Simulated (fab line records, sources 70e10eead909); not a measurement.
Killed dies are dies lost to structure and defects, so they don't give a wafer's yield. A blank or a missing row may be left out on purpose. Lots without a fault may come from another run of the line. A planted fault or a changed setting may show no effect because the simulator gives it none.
A struck lot beside a sound one | flow nand_harc | 30 steps out of a route of 1302
Sound: wafers L354.1, L354.4, L354.6. Struck: wafers L362.1, L362.4, L362.6. The cause comes at the end.
At each step with rows: each side's tool, then ch and its chambers, then its first start. Under that, the readings that differ: sound wafers | struck wafers | difference of the means | sigmas: that difference in standard deviations of wafers without a fault.
alike: readings whose means differ by less than 2 such deviations, and words and numbers that are the same on both sides. not compared: withheld readings, readings that some wafer has no value for, bounds like >300 that may hide the same value, and numbers for which the record gives no deviation and whose values overlap.
The two part at a step that has a row with sigmas, a row that says differs or no value, or rows on one side only. Numbers that don't overlap but have no deviation are shown without sigmas and don't part them. A reading that every wafer of one side lacks parts them only if that side has two wafers or more.

first, 2 steps without rows for these wafers: NHARC_A_CHANNEL_HOLE_D1_PEB_08 (peb time 65 s); NHARC_A_CHANNEL_HOLE_D1_DEVELOP_09 (develop time 35 s).
NHARC_A_CHANNEL_HOLE_D1_CD_MEAS_10: target cd 100 nm.
  sound on cd_sem-02 ch 0, day 11 20:02; struck on cd_sem-01 ch 0, day 15 12:09
  alike: cd_nm
NHARC_A_CHANNEL_HOLE_D1_OVL_MEAS_11:
  sound on overlay-01, day 11 20:07; struck on overlay-01, day 15 12:14
  reading           | sound       | struck         | difference | sigmas
  overlay_x_nm (nm) | 0.7 0.3 0.4 | -1.2 -0.8 -1.3 | -1.6       | -3
  alike: overlay_y_nm
NHARC_A_CHANNEL_HOLE_D1_INSPECT_12:
  sound on defect_inspect-01, day 11 20:10; struck on defect_inspect-01, day 15 12:17
  alike: raw_defect_count
then, 3 steps without rows for these wafers: NHARC_A_CHANNEL_HOLE_D1_DESCUM_15 (chemistry O2, time 3 s); NHARC_A_CHANNEL_HOLE_D1_ETCH_38 (etches the open film in CF4, target depth 39 nm, time 65 s); NHARC_A_CHANNEL_HOLE_D1_ETCH_39 (etches the open film in N2/H2, target depth 260 nm, time 325 s).
NHARC_A_CHANNEL_HOLE_D1_ETCH_34: etches the open film in CF4/CHF3, target depth 154 nm, time 77 s.
  sound on rie_diel-12 ch 1,2; struck on rie_diel-12 ch 0,1,2
  reading                | sound                | struck               | difference | sigmas
  throttle_valve_pct (%) | 16.821 16.811 16.813 | 16.797 16.789 16.794 | -0.022     | -2
  alike: bias_w, cf4_flow_sccm, drypump_motor_current_A, oes_product_au, rf_vpp_V, showerhead_plenum_p_Torr
  not compared: rf_hours_counter_h
then, 1 step without rows for these wafers: NHARC_A_CHANNEL_HOLE_D1_ETCH_16 (etches the open film in O2/COS, target depth 3100 nm, time 806 s).
NHARC_A_CHANNEL_HOLE_D1_CD_MEAS_18:
  sound on cd_sem-03, day 11 21:19; struck on cd_sem-02, day 15 13:26
  alike: cd_nm
then, 1 step without rows for these wafers: NHARC_A_CHANNEL_HOLE_D1_ETCH_19 (etches the open film in C4F8/O2/Ar, time 34.5 s).
NHARC_A_CHANNEL_HOLE_D1_ETCH_20: etches the open film in C4F8/O2/Ar, time 361.9 s, target depth 1600 nm.
  sound on har_etch-02 ch 0, day 11 21:31; struck on har_etch-01 ch 0,1, day 15 14:41
  no value came back on the struck wafers for any of 7 readings (c4f8_flow_sccm (sccm), chamber_pressure_mTorr (mTorr) and others); on the sound wafers c4f8_flow_sccm (sccm) reads 89.82 89.54 89.44
  not compared: rf_hours_counter_h
then, 2 steps without rows for these wafers: NHARC_A_CHANNEL_HOLE_D1_ETCH_21 (etches the open film in C4F8/O2/Ar, time 514.3 s, target depth 1600 nm); NHARC_A_CHANNEL_HOLE_D1_ETCH_22 (etches the open film in C4F8/O2/Ar, time 666.7 s, target depth 1600 nm).
NHARC_A_CHANNEL_HOLE_D1_ETCH_23: etches the open film in C4F8/O2/Ar, time 819 s, target depth 1600 nm.
  sound on har_etch-02 ch 0, day 11 22:50; struck on har_etch-01 ch 0,1, day 15 16:05
  reading               | sound             | struck            | difference | sigmas
  c4f8_flow_sccm (sccm) | 88.60 88.68 89.08 | 89.23 89.36 89.29 | +0.51      | +2
  alike: chamber_pressure_mTorr, drypump_motor_current_A, o2_flow_sccm, oes_air_line_au, showerhead_plenum_p_Torr, throttle_valve_pct
  not compared: rf_hours_counter_h
then, 1 step without rows for these wafers: NHARC_A_CHANNEL_HOLE_D1_ETCH_24 (etches the open film in C4F8/O2/Ar, time 906.2 s, target depth 1500 nm).
NHARC_A_CHANNEL_HOLE_D1_ETCH_25: etches the open film in C4F8/O2/Ar, time 1040.2 s, target depth 1500 nm.
  sound on har_etch-02 ch 0, day 12 00:19; struck on har_etch-01 ch 0,1, day 15 17:34
  reading               | sound             | struck            | difference | sigmas
  c4f8_flow_sccm (sccm) | 94.09 93.97 94.06 | 93.21 93.43 93.77 | -0.57      | -2
  alike: chamber_pressure_mTorr, drypump_motor_current_A, o2_flow_sccm, oes_air_line_au, showerhead_plenum_p_Torr, throttle_valve_pct
  not compared: rf_hours_counter_h
then, 1 step without rows for these wafers: NHARC_A_CHANNEL_HOLE_D1_ETCH_26 (etches the open film in C4F8/O2/Ar, time 224.1 s, target depth 300 nm).
NHARC_A_CHANNEL_HOLE_D1_ETCH_33: etches the open film in C4F8/O2/Ar, time 90 s, target depth 400 nm.
  sound on har_etch-02 ch 0, day 12 01:23; struck on har_etch-01 ch 0,1, day 15 18:32
  alike: bias_v, c4f8_flow_sccm, drypump_motor_current_A, o2_flow_sccm, oes_air_line_au, showerhead_plenum_p_Torr, throttle_valve_pct
  not compared: rf_hours_counter_h
then, 3 steps without rows for these wafers: NHARC_A_CHANNEL_HOLE_D1_STRIP_41 (strips in N2/H2); NHARC_A_CHANNEL_HOLE_D1_STRIP_42 (strips in CF4/CHF3); NHARC_A_CHANNEL_HOLE_D1_STRIP_43 (strips in O2/COS).
NHARC_A_CHANNEL_HOLE_D1_ETCH_44: etches the open film in CF4/O2, target depth 140 nm, overetch 14 nm, time 77 s.
  sound on rie_diel-12 ch 0,1,3, day 12 02:07; struck on rie_diel-06 ch 1,2,3, day 15 19:15
  reading                            | sound             | struck            | difference | sigmas
  model.A_CHANNEL_HOLE_D1.cd_nm (nm) | 88.61 89.83 90.81 | 99.57 100.8 98.41 | +9.84      |
  alike: bias_w, cf4_flow_sccm, drypump_motor_current_A, o2_flow_sccm, oes_ar_750_au, oes_product_au, rf_vpp_V, showerhead_plenum_p_Torr, throttle_valve_pct
  not compared: rf_hours_counter_h
NHARC_A_CHANNEL_HOLE_D1_STRIP_27: strips in O2.
  sound on rie_diel-12 ch 0,2,3; struck on rie_diel-06 ch 0,1
  reading      | sound          | struck         | difference | sigmas
  rf_vpp_V (V) | 58.7 58.0 59.5 | 56.2 56.4 57.7 | -2.0       | -2
  alike: drypump_motor_current_A, o2_flow_sccm, oes_product_au, showerhead_plenum_p_Torr, throttle_valve_pct
  not compared: rf_hours_counter_h
then, 2 steps without rows for these wafers: NHARC_A_CHANNEL_HOLE_D1_PRECLEAN_28 (cleans in SC1); NHARC_A_CHANNEL_HOLE_D1_SRD_29.
NHARC_A_CHANNEL_HOLE_D1_CD_MEAS_30:
  sound on cd_sem-02, day 12 02:55; struck on cd_sem-03, day 15 20:02
  reading    | sound          | struck      | difference | sigmas
  cd_nm (nm) | 87.8 89.8 90.4 | 1.1 1.1 0.5 | -88.4      | -88
NHARC_A_CHANNEL_HOLE_D1_XSEM_31:
  sound on xsem-02 ch 0, day 12 03:00; struck on xsem-01 ch 0, day 15 20:07
  reading        | sound          | struck         | difference | sigmas
  bot_cd_nm (nm) | 72.5 74.6 74.5 | 0.5 0.8 0.1    | -73.4      | -67
  bow_nm (nm)    | 8.90 8.86 8.89 | 0.24 0.24 0.24 | -8.64      | -29
  alike: tilt_deg
NHARC_A_CHANNEL_HOLE_D1_INSPECT_40:
  sound on defect_inspect-01, day 12 03:06; struck on defect_inspect-02, day 15 20:13
  reading          | sound       | struck   | difference | sigmas
  raw_defect_count | 106 120 109 | 42 58 53 | -61        | -2

WHERE THEY PART
First at NHARC_A_CHANNEL_HOLE_D1_OVL_MEAS_11; last, within this record, at NHARC_A_CHANNEL_HOLE_D1_INSPECT_40.

WHY: what the simulator had put in
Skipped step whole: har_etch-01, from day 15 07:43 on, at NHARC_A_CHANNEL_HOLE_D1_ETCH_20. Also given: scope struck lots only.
